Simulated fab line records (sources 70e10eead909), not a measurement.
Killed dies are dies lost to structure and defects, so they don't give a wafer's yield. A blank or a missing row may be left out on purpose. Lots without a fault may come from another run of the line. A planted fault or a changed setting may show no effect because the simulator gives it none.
fab line records	flow nandHarc
record: lots: 24	wafers: 72	lastDay: 34
route steps=1302 shown A_WL_FILL@954 A_CONTACT@1000
lots that met no fault: from a run of the same line without faults
startH: hours from the record's first day to the start of the lot's first wafer shown	waitH: time in hours since the lot's previous step	" unchanged from the row above	L1.1+2: several wafers, shown together as one row	- no value, or no start given	* or withheld: withheld	< > ~ a bound
route shown NAME@n: a module of which the file shows steps, and the number in the route of the first	usual: mean and standard deviation over wafers with no fault	same: alike in all rows	chamber/n: place in a boat	sites: the reading at each site	_std_site: their standard deviation	_edge_site: mean of outer sites minus mean of inner sites	radiusMm: how far each site lies from the wafer's centre	mask NAME#n: copy n	behind: the last tool/chamber to shape the wafer	hold: why the lot was held/for how many hours/how that ended	device: the n, p or np transistor that did not switch	end of line: at the end of the route, the tests of the same wafers	a step without rows: its recipe alone	killed: the dies lost at the first sort to structure and to defects; this is not the yield of the wafer	map: per-die view of a wafer (x killed, . not killed, _ where there is no die)
set.NAME: the setting as run; set.NAME@STEP: as run at that earlier step	model.NAME: the simulator's own value behind a step, which no gauge read
the route's steps for a sample of lots (tables are steps, rows are wafers)
services: when a tool's chamber went out of use (startH, in hours from the record's first day, below 0 if earlier), for how many hours, and the reason
== steps ==
step: NHARC_A_WL_FILL_ALD_02
recipe: targetThkA: 20	pulseTimeS: 3	aldCycles: 100	tempC: 450	material: TiN
usual: heaterPowerOuterW: 641/74	heaterPowerW: 1014/91	precursorPulseHeightRel: 0.999/0.018
lot.wafer	tool	chamber	startH	waitH	heaterPowerOuterW	heaterPowerW	precursorPulseHeightRel
L074.2	aldMetal-01	3	456.88	0.2	552	930	0.986
L074.1	"	1	"	"	704	1123	1.034
L074.3	"	2	"	"	679	1019	1.024
L076.1	aldMetal-02	1	479.81	0.3	649	1016	1.022
L076.5	"	3	"	"	591	956	0.996
L076.6	"	0	"	"	731	1111	1.010
L075.3	aldMetal-03	0	479.90	0.1	735	1077	0.979
L075.2	"	2	"	"	731	1141	1.009
L075.6	"	0	"	"	723	1098	0.974
L077.4	aldMetal-03	0	497.44	0.1	734	1066	0.984
L077.3	"	2	"	"	706	1169	0.995
L077.5	"	0	"	"	754	1068	0.987
L079.1	aldMetal-02	3	497.65	0.2	580	966	0.996
L079.6	"	2	"	"	590	954	0.971
L079.5	"	3	"	"	594	974	0.986
L078.3	aldMetal-01	2	500.20	0.2	671	1030	1.028
L078.5	"	1	"	"	682	1113	1.005
L078.6	"	2	"	"	669	1023	0.973
L081.2	aldMetal-02	1	524.00	0.2	653	1002	0.966
L081.4	"	3	"	"	579	968	0.979
L081.3	"	0	"	"	710	1115	0.988
L080.4	aldMetal-03	3	540.95	0.1	555	937	0.994
L080.1	"	2	"	"	713	1158	0.986
L080.5	"	3	"	"	557	902	0.977
L082.3	aldMetal-02	1	555.62	0.1	635	1024	0.974
L082.2	"	2	"	"	588	962	1.033
L082.5	"	2	"	"	575	975	0.997
L084.1	aldMetal-03	0	557.81	0.3	722	1090	0.996
L084.2	"	1	"	"	616	931	1.009
L084.6	"	2	"	"	717	1166	1.006
L083.1	aldMetal-02	3	566.79	0.2	593	987	0.988
L083.4	"	1	"	"	652	997	0.972
L083.2	"	2	"	"	610	936	0.999
L086.4	aldMetal-01	2	570.56	0.1	670	1037	0.963
L086.1	"	0	"	"	542	881	1.006
L086.5	"	2	"	"	679	1050	1.020
L087.2	aldMetal-03	1	581.84	0.2	618	928	1.013
L087.3	"	2	"	"	705	1128	0.990
L087.1	"	3	"	"	558	901	1.022
L085.2	aldMetal-01	3	582.06	0.2	584	974	1.006
L085.4	"	3	"	"	569	951	1.011
L085.5	"	0	"	"	528	905	1.033
L090.4	aldMetal-03	2	616.23	0.1	706	1129	0.995
L090.3	"	3	"	"	559	905	1.014
L090.5	"	1	"	"	610	939	0.990
L091.2	aldMetal-01	3	616.44	0.2	570	933	0.995
L091.1	"	0	"	"	543	870	0.990
L091.6	"	1	"	"	766	1145	0.999
L089.1	aldMetal-02	0	620.26	0.3	732	1127	0.990
L089.3	"	1	"	"	602	1014	1.005
L089.5	"	2	"	"	565	935	0.973
L088.3	aldMetal-03	2	620.39	0.2	695	1114	0.997
L088.2	"	0	"	"	778	1150	0.999
L088.5	"	1	"	"	619	923	1.000
L092.2	aldMetal-03	0	644.65	0.2	771	1138	1.031
L092.5	"	0	"	"	787	1173	1.047
L092.6	"	1	"	"	608	941	0.986
L093.4	aldMetal-02	0	661.95	0.2	715	1138	0.996
L093.1	"	1	"	"	627	969	0.999
L093.5	"	2	"	"	562	945	0.984
L094.1	aldMetal-03	1	661.97	0.2	611	939	1.006
L094.3	"	2	"	"	706	1149	1.015
L094.4	"	3	"	"	561	909	1.012
L095.2	aldMetal-01	0	665.56	0.2	543	921	0.997
L095.3	"	1	"	"	774	1138	0.988
L095.6	"	1	"	"	762	1150	0.995
L096.4	aldMetal-01	3	693.12	0.1	579	919	1.011
L096.6	"	2	"	"	703	1046	1.008
L096.5	"	3	"	"	588	948	0.974
L097.4	aldMetal-02	3	713.15	0.1	583	973	1.009
L097.2	"	1	"	"	625	965	0.964
L097.1	"	2	"	"	576	936	1.007
step: NHARC_A_WL_FILL_INSPECT_15
usual: rawDefectCount: 505/160
lot.wafer	tool	chamber	startH	waitH	rawDefectCount
L074.1	defectInspect-01	-	474.32	0.0	393
L074.2	"	-	"	"	460
L074.3	"	-	"	"	408
L075.2	defectInspect-02	-	497.10	0.0	484
L075.3	"	-	"	"	465
L075.6	"	-	"	"	689
L076.1	defectInspect-01	-	497.11	0.0	500
L076.5	"	-	"	"	449
L076.6	"	-	"	"	555
L078.3	defectInspect-01	-	517.34	0.0	344
L078.5	"	-	"	"	334
L078.6	"	-	"	"	438
L077.3	defectInspect-02	-	517.45	0.0	425
L077.4	"	-	"	"	419
L077.5	"	-	"	"	391
L079.1	defectInspect-02	-	517.53	0.0	409
L079.5	"	-	"	"	614
L079.6	"	-	"	"	503
L081.2	defectInspect-01	-	541.63	0.0	639
L081.3	"	-	"	"	969
L081.4	"	-	"	"	702
L080.1	defectInspect-02	-	558.76	0.0	420
L080.4	"	-	"	"	731
L080.5	"	-	"	"	531
L084.1	defectInspect-02	-	574.70	0.0	704
L084.2	"	-	"	"	686
L084.6	"	-	"	"	732
L082.2	defectInspect-01	-	574.79	0.0	341
L082.3	"	-	"	"	547
L082.5	"	-	"	"	373
L083.1	defectInspect-02	-	584.60	0.0	532
L083.2	"	-	"	"	535
L083.4	"	-	"	"	320
L086.1	defectInspect-02	-	591.54	0.0	410
L086.4	"	-	"	"	409
L086.5	"	-	"	"	699
L085.2	defectInspect-02	-	599.50	0.0	509
L085.4	"	-	"	"	660
L085.5	"	-	"	"	759
L087.1	defectInspect-02	-	599.51	0.0	730
L087.2	"	-	"	"	1009
L087.3	"	-	"	"	1088
L090.3	defectInspect-01	-	634.89	0.0	357
L090.4	"	-	"	"	327
L090.5	"	-	"	"	315
L091.1	defectInspect-02	-	635.19	0.0	619
L091.2	"	-	"	"	412
L091.6	"	-	"	"	471
L089.1	defectInspect-01	-	639.69	0.0	430
L089.3	"	-	"	"	413
L089.5	"	-	"	"	523
L088.2	defectInspect-01	-	639.83	0.0	348
L088.3	"	-	"	"	387
L088.5	"	-	"	"	431
L092.2	defectInspect-01	-	662.36	0.0	380
L092.5	"	-	"	"	473
L092.6	"	-	"	"	508
L094.1	defectInspect-01	-	679.14	0.0	551
L094.3	"	-	"	"	507
L094.4	"	-	"	"	491
L093.1	defectInspect-02	-	679.26	0.0	548
L093.4	"	-	"	"	415
L093.5	"	-	"	"	400
L095.2	defectInspect-02	-	684.80	0.0	302
L095.3	"	-	"	"	332
L095.6	"	-	"	"	512
L096.4	defectInspect-01	-	710.88	0.0	579
L096.5	"	-	"	"	374
L096.6	"	-	"	"	552
L097.1	defectInspect-02	-	730.61	0.0	364
L097.2	"	-	"	"	366
L097.4	"	-	"	"	426
step: NHARC_A_CONTACT_DESCUM_47
recipe: timeS: 3	o2FlowSccm: 200	arFlowSccm: 0	biasPowerW: 0	chemistry: O2
usual: drypumpMotorCurrentA: 5.7/0.44	mfcArSccm: 0.013/0.013	oesProductAu: 1.003/0.0073	rfVppV: 57.8/0.87	showerheadPlenumPTorr: 1.92/0.075	throttleValvePct: 11.311/0.0089
lot.wafer	tool	chamber	startH	waitH	drypumpMotorCurrentA	mfcArSccm	oesProductAu	rfHoursCounterH	rfVppV	showerheadPlenumPTorr	throttleValvePct
L074.2	rieDiel-11	3	480.67	0.1	5.8	0.034	1.007	6	59.6	2.01	11.296
L074.1	"	0	"	"	4.9	0.027	1.001	7	57.5	1.85	11.313
L074.3	"	1	"	"	5.7	0	0.993	7	58.1	1.98	11.307
L075.2	rieDiel-10	2	504.94	0.1	6.3	0.012	1.011	25	59.2	1.82	11.304
L075.3	"	0	"	"	5.8	0	1.015	10	57.7	1.91	11.313
L075.6	"	2	"	"	6.4	0.012	1.007	-	56.8	1.82	11.320
L076.1	rieDiel-11	1	505.50	0.1	5.7	0	0.999	11	59.4	1.98	11.300
L076.6	"	2	"	"	5.8	0.009	0.998	-	57.8	1.87	11.314
L076.5	"	3	"	"	5.8	0.034	1.010	-	58.1	2.01	11.307
L078.3	rieDiel-11	0	523.06	0.1	4.9	0.027	1.008	12	56.9	1.85	11.316
L078.5	"	0	"	"	4.9	0.027	1.000	-	58.3	1.85	11.306
L078.6	"	1	"	"	5.7	0	1.000	-	58.2	1.98	11.313
L077.3	rieDiel-03	0	523.32	0.1	6.1	0	0.997	16	58.3	2.05	11.303
L077.4	"	1	"	"	5.2	0	1.004	20	57.5	2.05	11.310
L077.5	"	0	"	"	6.1	0	0.988	-	58.6	2.05	11.289
L079.1	rieDiel-11	0	523.49	0.1	4.9	0.027	1.007	12	57.8	1.85	11.307
L079.6	"	0	"	"	4.9	0.027	1.013	-	57.8	1.85	11.321
L079.5	"	1	"	"	5.7	0	1.011	-	58.5	1.98	11.322
L081.3	rieDiel-03	2	547.70	0.1	6.8	0	1.004	23	56.9	1.95	11.301
L081.2	"	0	"	"	6.1	0	0.987	26	58.6	2.05	11.301
L081.4	"	1	"	"	5.2	0	1.000	29	56.7	2.05	11.315
L080.4	rieDiel-11	2	564.46	0.1	5.8	0.009	1.011	21	56.2	1.86	11.306
L080.1	"	0	"	"	4.9	0.027	1.017	20	57.8	1.85	11.326
L080.5	"	2	"	"	5.8	0.009	1.013	-	57.2	1.86	11.302
L084.2	rieDiel-11	0	581.25	0.1	4.9	0.027	1.008	21	57.9	1.85	11.306
L084.1	"	1	"	"	5.7	0	1.010	21	58.9	1.97	11.310
L084.6	"	3	"	"	5.8	0.034	0.996	-	57.0	2.01	11.310
L082.2	rieDiel-10	1	581.57	0.1	5.8	0.000	0.984	47	58.4	2.02	11.316
L082.3	"	3	"	"	5.3	0	1.007	54	58.2	1.91	11.317
L082.5	"	1	"	"	5.8	0.000	0.992	-	57.4	2.02	11.319
L083.1	rieDiel-11	1	590.48	0.1	5.7	0	1.006	24	56.7	1.97	11.305
L083.2	"	0	"	"	4.9	0.027	1.015	23	57.6	1.84	11.298
L083.4	"	0	"	"	4.9	0.027	1.022	-	57.7	1.84	11.308
L086.1	rieDiel-11	3	597.37	0.1	5.8	0.034	1.008	23	57.7	2.01	11.308
L086.4	"	0	"	"	4.9	0.027	1.021	25	57.4	1.84	11.303
L086.5	"	2	"	"	5.8	0.009	1.015	-	57.3	1.86	11.313
L085.4	rieDiel-10	0	611.01	0.2	5.9	0	1.017	1	57.4	1.90	11.315
L085.2	"	2	"	"	6.4	0.012	1.006	1	56.2	1.81	11.338
L085.5	"	3	"	"	5.3	0	1.000	-	57.8	1.91	11.296
L087.2	rieDiel-10	1	611.06	0.1	5.8	0.000	0.999	1	58.8	2.02	11.308
L087.3	"	2	"	"	6.4	0.012	1.003	1	58.0	1.81	11.315
L087.1	"	3	"	"	5.4	0	1.003	1	56.9	1.91	11.320
L090.4	rieDiel-11	0	641.61	0.1	4.9	0.027	1.000	2	58.3	1.84	11.314
L090.3	"	1	"	"	5.7	0	0.993	4	58.9	1.97	11.291
L090.5	"	0	"	"	4.9	0.027	0.999	-	57.7	1.84	11.297
L091.1	rieDiel-11	1	642.04	0.1	5.7	0	0.993	4	55.9	1.97	11.309
L091.2	"	3	"	"	5.8	0.034	0.988	4	57.4	2.01	11.320
L091.6	"	1	"	"	5.7	0	0.992	-	58.7	1.97	11.312
L089.1	rieDiel-10	0	646.26	0.1	5.8	0	1.003	15	57.8	1.90	11.292
L089.3	"	2	"	"	6.4	0.012	0.996	17	57.5	1.81	11.309
L089.5	"	3	"	"	5.4	0	0.998	-	57.8	1.91	11.317
L088.2	rieDiel-11	3	646.40	0.1	5.8	0.034	1.005	6	58.1	2.01	11.301
L088.3	"	0	"	"	4.9	0.027	0.997	4	57.8	1.84	11.303
L088.5	"	0	"	"	4.9	0.027	1.008	-	58.1	1.84	11.305
L092.2	rieDiel-10	3	668.84	0.1	5.4	0	1.000	22	57.1	1.90	11.311
L092.5	"	2	"	"	6.3	0.012	1.002	-	56.7	1.81	11.317
L092.6	"	3	"	"	5.3	0	1.009	-	58.2	1.90	11.293
L094.4	rieDiel-11	1	684.88	0.1	5.7	0	0.996	12	57.3	1.97	11.310
L094.1	"	2	"	"	5.8	0.009	1.002	11	58.5	1.86	11.308
L094.3	"	0	"	"	4.9	0.027	1.006	9	57.4	1.84	11.319
L093.4	rieDiel-10	3	685.30	0.1	5.4	0	1.006	27	58.8	1.90	11.311
L093.1	"	0	"	"	5.9	0	1.004	30	56.8	1.89	11.307
L093.5	"	2	"	"	6.3	0.012	0.999	-	56.8	1.80	11.301
L095.2	rieDiel-11	3	690.94	0.1	5.9	0.034	0.999	12	57.3	2.00	11.308
L095.3	"	1	"	"	5.7	0	1.006	14	58.4	1.97	11.312
L095.6	"	3	"	"	5.9	0.034	0.987	-	59.3	2.00	11.314
L096.6	rieDiel-11	2	716.69	0.1	5.8	0.009	1.002	-	58.0	1.85	11.314
L096.5	"	3	"	"	5.8	0.034	0.992	-	56.4	2.00	11.300
L096.4	"	0	"	"	4.9	0.027	0.995	-	57.8	1.84	11.303
L097.1	rieDiel-11	2	736.34	0.1	5.8	0.009	1.011	22	59.0	1.85	11.300
L097.2	"	3	"	"	5.8	0.034	1.002	20	58.6	2.00	11.325
L097.4	"	1	"	"	5.7	0	1.004	19	58.7	1.96	11.314
step: NHARC_A_CONTACT_ETCH_96
recipe: targetDepthA: 200	overEtchFrac: 0.5	timeS: 10	ionEnergyEv: 250	c4f6FlowSccm: 25	o2FlowSccm: 20	arFlowSccm: 500	rfW: 600	biasW: 500	chemistry: C4F6/O2
usual: drypumpMotorCurrentA: 5.8/0.48	mfcArSccm: 499.8/1.5	oesProductAu: 0.968/0.029	rfVppV: 547.8/3	showerheadPlenumPTorr: 3.97/0.14	throttleValvePct: 26.904/0.0097
lot.wafer	tool	chamber	startH	waitH	drypumpMotorCurrentA	mfcArSccm	oesProductAu	rfHoursCounterH	rfVppV	showerheadPlenumPTorr	throttleValvePct
L074.3	rieDiel-11	3	-	-	5.8	501.4	0.949	7	550.9	4.11	26.909
L074.1	"	0	"	"	4.9	499.4	0.934	8	543.3	3.80	26.903
L074.2	"	1	"	"	5.7	499.6	0.936	8	549.7	4.04	26.919
L075.2	rieDiel-10	1	-	-	5.9	498.7	0.943	27	551.4	4.13	26.887
L075.3	"	3	"	"	5.4	499.3	0.958	27	547.3	3.94	26.921
L075.6	"	1	"	"	5.9	497.5	0.945	-	550.6	4.13	26.910
L076.1	rieDiel-03	0	-	-	6.1	501.4	0.994	11	551.9	4.18	26.915
L076.5	"	3	"	"	6.0	500.6	1.007	-	548.5	4.02	26.914
L076.6	"	0	"	"	6.1	499.7	0.991	-	551.6	4.18	26.896
L078.3	rieDiel-03	3	-	-	6.1	500.1	1.006	20	549.0	4.01	26.913
L078.6	"	1	"	"	5.2	495.5	1.001	-	552.3	4.18	26.889
L078.5	"	2	"	"	6.9	500.0	1.003	-	548.1	3.99	26.914
L077.3	rieDiel-10	2	-	-	6.4	501.0	0.938	33	543.4	3.75	26.925
L077.4	"	3	"	"	5.4	499.4	0.941	33	546.1	3.93	26.913
L077.5	"	1	"	"	5.8	501.3	0.951	-	550.7	4.13	26.895
L079.1	rieDiel-11	3	-	-	5.9	502.6	0.944	15	550.9	4.11	26.907
L079.5	"	2	"	"	5.8	500.3	0.954	-	544.8	3.83	26.910
L079.6	"	3	"	"	5.8	500.9	0.948	-	550.7	4.11	26.912
L081.3	rieDiel-11	2	-	-	5.8	498.3	1.002	20	545.0	3.83	26.905
L081.2	"	3	"	"	5.8	502.1	1.010	19	552.1	4.10	26.910
L081.4	"	1	"	"	5.8	501.0	1.000	19	549.7	4.04	26.902
L080.1	rieDiel-03	1	-	-	5.2	502.1	0.928	34	551.5	4.17	26.905
L080.4	"	0	"	"	6.1	500.8	0.925	31	553.0	4.17	26.907
L080.5	"	1	"	"	5.2	500.1	0.926	-	550.4	4.17	26.902
L084.2	rieDiel-11	1	-	-	5.7	496.2	0.953	23	549.1	4.03	26.892
L084.1	"	3	"	"	5.8	500.0	0.963	23	549.9	4.10	26.907
L084.6	"	0	"	"	4.9	502.3	0.952	-	545.6	3.79	26.898
L082.3	rieDiel-11	1	-	-	5.7	498.2	0.996	24	548.6	4.03	26.901
L082.2	"	2	"	"	5.8	503.3	1.010	24	544.1	3.83	26.894
L082.5	"	2	"	"	5.8	500.7	1.002	-	544.3	3.83	26.891
L083.4	rieDiel-03	0	-	-	6.1	501.5	0.950	41	552.2	4.16	26.915
L083.2	"	1	"	"	5.2	503.4	0.929	45	551.9	4.16	26.890
L083.1	"	2	"	"	6.8	499.2	0.952	35	547.8	3.98	26.900
L086.1	rieDiel-03	1	-	-	5.2	500.5	0.949	47	553.3	4.16	26.915
L086.4	"	2	"	"	6.8	499.3	0.952	37	546.7	3.98	26.902
L086.5	"	3	"	"	6.1	499.4	0.953	-	549.2	4.00	26.900
L085.2	rieDiel-10	3	-	-	5.4	497.8	0.966	4	546.9	3.91	26.897
L085.4	"	1	"	"	5.9	498.7	0.941	3	550.8	4.11	26.896
L085.5	"	3	"	"	5.4	497.4	0.961	-	547.2	3.91	26.913
L087.3	rieDiel-10	0	-	-	5.9	498.9	0.948	4	546.2	3.90	26.903
L087.2	"	1	"	"	5.8	500.4	0.937	3	549.3	4.11	26.906
L087.1	"	2	"	"	6.3	500.2	0.945	4	543.9	3.74	26.901
L090.4	rieDiel-10	0	-	-	5.9	498.7	1.009	16	546.8	3.90	26.902
L090.3	"	1	"	"	5.9	501.7	0.990	15	550.6	4.11	26.907
L090.5	"	0	"	"	5.9	499.0	1.012	-	546.6	3.90	26.901
L091.1	rieDiel-03	0	647.79	0.1	6.1	500.1	0.993	0	552.2	4.15	26.913
L091.2	"	2	"	"	6.9	501.2	1.019	0	548.0	3.97	26.910
L091.6	"	2	"	"	6.9	501.8	1.019	-	546.0	3.97	26.908
L089.1	rieDiel-11	3	-	-	5.9	499.1	0.983	7	550.2	4.10	26.915
L089.3	"	2	"	"	5.9	499.2	1.003	8	545.7	3.82	26.911
L089.5	"	3	"	"	5.9	499.2	0.999	-	551.2	4.10	26.905
L088.3	rieDiel-10	1	-	-	5.8	499.1	1.000	17	550.7	4.10	26.904
L088.2	"	0	"	"	5.9	498.9	1.007	17	546.7	3.90	26.898
L088.5	"	1	"	"	5.8	500.2	1.003	-	550.3	4.10	26.907
L092.2	rieDiel-11	0	-	-	4.9	500.4	0.999	8	543.9	3.79	26.898
L092.6	"	2	"	"	5.8	500.1	1.003	-	546.2	3.82	26.896
L092.5	"	3	"	"	5.9	498.5	0.997	-	550.4	4.09	26.898
L094.4	rieDiel-11	2	-	-	5.8	499.0	0.934	13	545.9	3.82	26.908
L094.1	"	0	"	"	4.9	499.2	0.941	11	545.0	3.78	26.909
L094.3	"	1	"	"	5.7	498.8	0.945	13	548.6	4.02	26.907
L093.1	rieDiel-11	2	-	-	5.9	500.1	1.009	13	545.0	3.82	26.899
L093.4	"	3	"	"	5.8	501.6	0.988	12	549.9	4.09	26.903
L093.5	"	2	"	"	5.8	498.3	1.013	-	545.5	3.82	26.892
L095.3	rieDiel-11	2	-	-	5.9	501.2	0.956	15	544.5	3.82	26.915
L095.2	"	0	"	"	4.9	498.3	0.939	11	543.2	3.78	26.897
L095.6	"	1	"	"	5.7	499.2	0.934	-	547.9	4.02	26.921
L096.4	rieDiel-11	2	-	-	5.9	498.7	0.958	20	544.9	3.81	26.919
L096.6	"	3	"	"	5.8	502.5	0.921	-	551.1	4.09	26.901
L096.5	"	0	"	"	4.9	499.0	0.927	-	544.6	3.78	26.911
L097.2	rieDiel-11	0	-	-	4.9	500.7	0.943	19	543.0	3.78	26.910
L097.4	"	1	"	"	5.7	498.8	0.948	20	548.6	4.02	26.897
L097.1	"	3	"	"	5.9	498.7	0.941	20	550.3	4.09	26.920
step: NHARC_A_CONTACT_ETCH_126
recipe: sourceW: withheld	pressureMtorr: 20	biasV: 3000	timeS: 197	targetDepthA: 19180	arFlowSccm: withheld	c4f8FlowSccm: withheld	o2FlowSccm: withheld	chemistry: C4F8/O2/Ar
usual: oesAirLineAu: 0.998/0.02
lot.wafer	tool	chamber	startH	waitH	oesAirLineAu	rfHoursCounterH
L074.2	harCapEtch-03	0	493.45	0.1	1.001	40
L074.1	"	1	"	"	1.012	40
L074.3	"	0	"	"	0.979	-
L075.2	harCapEtch-01	1	517.81	0.1	0.967	0
L075.3	"	0	"	"	1.039	-
L075.6	"	1	"	"	0.997	-
L076.1	harCapEtch-03	1	518.38	0.2	1.012	47
L076.5	"	0	"	"	1.010	-
L076.6	"	1	"	"	1.002	-
L078.3	harCapEtch-03	1	535.93	0.1	0.981	-
L078.5	"	0	"	"	0.986	-
L078.6	"	1	"	"	0.983	-
L077.3	harCapEtch-02	0	536.61	0.1	0.976	-
L077.4	"	1	"	"	1.002	-
L077.5	"	0	"	"	0.936	-
L079.1	harCapEtch-01	0	537.57	0.1	1.002	6
L079.5	"	0	"	"	1.005	-
L079.6	"	1	"	"	1.025	-
L081.2	harCapEtch-02	0	559.77	0.1	0.996	97
L081.3	"	0	"	"	0.977	-
L081.4	"	1	"	"	0.989	-
L080.1	harCapEtch-02	0	577.15	0.1	0.966	99
L080.4	"	1	"	"	0.975	-
L080.5	"	0	"	"	1.000	-
L082.2	harCapEtch-02	1	594.17	0.1	0.981	102
L082.3	"	0	"	"	0.976	-
L082.5	"	1	"	"	0.979	-
L084.1	harCapEtch-01	0	594.79	0.1	0.982	13
L084.2	"	1	"	"	0.982	13
L084.6	"	0	"	"	0.977	-
L083.2	harCapEtch-01	1	602.93	0.1	1.004	15
L083.1	"	0	"	"	0.981	15
L083.4	"	1	"	"	0.981	-
L086.1	harCapEtch-02	0	612.95	0.1	0.989	105
L086.4	"	1	"	"	0.991	-
L086.5	"	0	"	"	1.004	-
L085.2	harCapEtch-01	1	624.46	0.1	0.990	19
L085.4	"	0	"	"	0.994	-
L085.5	"	1	"	"	1.007	-
L087.1	harCapEtch-02	1	626.98	0.1	0.998	109
L087.2	"	0	"	"	0.986	109
L087.3	"	1	"	"	0.999	-
L090.4	harCapEtch-03	1	655.27	0.2	1.026	-
L090.3	"	0	"	"	0.988	-
L090.5	"	0	"	"	0.976	-
L091.2	harCapEtch-01	0	659.02	0.1	1.028	25
L091.1	"	1	"	"	0.974	25
L091.6	"	1	"	"	1.038	-
L089.1	harCapEtch-02	1	659.27	0.1	0.998	115
L089.3	"	0	"	"	1.038	-
L089.5	"	1	"	"	1.003	-
L088.2	harCapEtch-03	1	660.46	0.2	1.005	75
L088.3	"	0	"	"	0.970	-
L088.5	"	0	"	"	0.988	-
L092.2	harCapEtch-03	1	681.26	0.1	0.992	78
L092.5	"	0	"	"	0.959	-
L092.6	"	1	"	"	0.971	-
L094.1	harCapEtch-03	1	697.48	0.1	1.012	81
L094.3	"	1	"	"	0.983	-
L094.4	"	0	"	"	1.029	-
L093.1	harCapEtch-01	0	698.47	0.1	1.022	32
L093.4	"	0	"	"	1.004	-
L093.5	"	0	"	"	0.986	-
L095.2	harCapEtch-02	1	704.64	0.1	1.007	124
L095.3	"	1	"	"	0.989	-
L095.6	"	0	"	"	1.035	-
L096.4	harCapEtch-01	1	729.21	0.1	0.978	-
L096.5	"	1	"	"	0.994	-
L096.6	"	0	"	"	0.999	-
L097.1	harCapEtch-01	1	751.67	0.1	0.987	39
L097.2	"	0	"	"	0.996	39
L097.4	"	0	"	"	0.973	-
step: NHARC_A_CONTACT_ETCH_129
recipe: sourceW: withheld	pressureMtorr: 20	biasV: 3000	timeS: 197	targetDepthA: 19180	arFlowSccm: withheld	c4f8FlowSccm: withheld	o2FlowSccm: withheld	chemistry: C4F8/O2/Ar
usual: oesAirLineAu: 1.003/0.019
lot.wafer	tool	chamber	startH	waitH	oesAirLineAu	rfHoursCounterH
L074.2	harCapEtch-03	0	493.98	0.1	0.997	41
L074.1	"	1	"	"	1.009	41
L074.3	"	0	"	"	0.987	-
L075.2	harCapEtch-01	1	518.34	0.1	0.986	1
L075.3	"	0	"	"	0.969	-
L075.6	"	1	"	"	1.012	-
L076.1	harCapEtch-03	1	519.09	0.2	1.006	48
L076.5	"	0	"	"	0.993	-
L076.6	"	1	"	"	0.996	-
L078.3	harCapEtch-03	1	536.46	0.1	1.052	-
L078.5	"	0	"	"	1.010	-
L078.6	"	1	"	"	1.032	-
L077.3	harCapEtch-02	0	537.14	0.1	1.011	-
L077.4	"	1	"	"	1.001	-
L077.5	"	0	"	"	1.041	-
L079.1	harCapEtch-01	0	538.10	0.1	0.996	6
L079.5	"	0	"	"	0.987	-
L079.6	"	1	"	"	0.996	-
L081.2	harCapEtch-02	0	560.30	0.1	0.984	97
L081.3	"	0	"	"	0.983	-
L081.4	"	1	"	"	1.008	-
L080.1	harCapEtch-02	0	577.68	0.1	1.003	99
L080.4	"	1	"	"	1.011	-
L080.5	"	0	"	"	1.004	-
L082.2	harCapEtch-02	1	594.70	0.1	1.005	102
L082.3	"	0	"	"	1.025	-
L082.5	"	1	"	"	1.004	-
L084.1	harCapEtch-01	0	595.32	0.1	1.002	14
L084.2	"	1	"	"	1.010	14
L084.6	"	0	"	"	1.006	-
L083.2	harCapEtch-01	1	603.45	0.1	1.027	16
L083.1	"	0	"	"	1.005	16
L083.4	"	1	"	"	1.033	-
L086.1	harCapEtch-02	0	613.48	0.1	1.001	105
L086.4	"	1	"	"	0.996	-
L086.5	"	0	"	"	1.021	-
L085.2	harCapEtch-01	1	624.99	0.1	1.021	20
L085.4	"	0	"	"	0.982	-
L085.5	"	1	"	"	1.018	-
L087.1	harCapEtch-02	1	627.50	0.1	1.015	109
L087.2	"	0	"	"	1.016	109
L087.3	"	1	"	"	0.957	-
L090.4	harCapEtch-03	1	655.98	0.2	0.997	-
L090.3	"	0	"	"	1.007	-
L090.5	"	0	"	"	1.004	-
L091.2	harCapEtch-01	0	659.56	0.1	1.005	25
L091.1	"	1	"	"	1.015	25
L091.6	"	1	"	"	1.031	-
L089.1	harCapEtch-02	1	659.80	0.1	0.993	116
L089.3	"	0	"	"	1.015	-
L089.5	"	1	"	"	1.011	-
L088.2	harCapEtch-03	1	661.16	0.2	1.017	75
L088.3	"	0	"	"	0.976	-
L088.5	"	0	"	"	1.012	-
L092.2	harCapEtch-03	1	681.78	0.1	0.983	78
L092.5	"	0	"	"	0.993	-
L092.6	"	1	"	"	0.987	-
L094.1	harCapEtch-03	1	698.01	0.1	1.018	81
L094.3	"	1	"	"	0.993	-
L094.4	"	0	"	"	1.000	-
L093.1	harCapEtch-01	0	699.00	0.2	1.027	33
L093.4	"	0	"	"	1.006	-
L093.5	"	0	"	"	0.999	-
L095.2	harCapEtch-02	1	705.17	0.1	1.005	125
L095.3	"	1	"	"	1.030	-
L095.6	"	0	"	"	1.015	-
L096.4	harCapEtch-01	1	729.74	0.1	0.996	-
L096.5	"	1	"	"	1.009	-
L096.6	"	0	"	"	1.043	-
L097.1	harCapEtch-01	1	752.20	0.1	1.007	40
L097.2	"	0	"	"	1.026	40
L097.4	"	0	"	"	1.013	-
== services ==
tool	chamber	startH	hours	kind
rieDiel-11	-	433.46	9.0	pm
harCapEtch-01	-	458.91	0.6	repair
rieDiel-03	-	460.74	9.0	pm
aldMetal-03	0	464.34	11.3	repair
rieDiel-03	0	475.38	9.6	repair
rieDiel-11	3	476.42	1.9	repair
harCapEtch-02	-	480.05	13.6	repair
aldMetal-01	1	483.32	13.6	repair
rieDiel-03	2	490.23	16.0	repair
harCapEtch-01	-	498.08	17.0	pm
aldMetal-02	-	561.34	1.8	repair
aldMetal-03	-	568.00	10.0	pm
rieDiel-11	3	589.56	5.1	repair
rieDiel-10	-	598.20	9.0	pm
aldMetal-02	-	610.00	10.0	pm
rieDiel-11	-	610.46	9.0	pm
aldMetal-03	-	612.01	1.4	repair
rieDiel-11	0	623.90	8.0	repair
rieDiel-10	3	627.91	2.3	repair
aldMetal-03	3	629.73	20.6	repair
rieDiel-03	-	637.87	9.0	pm
rieDiel-03	0	660.94	4.6	repair
rieDiel-10	3	701.09	2.6	repair
aldMetal-03	-	746.00	10.0	pm
== key ==
fault none
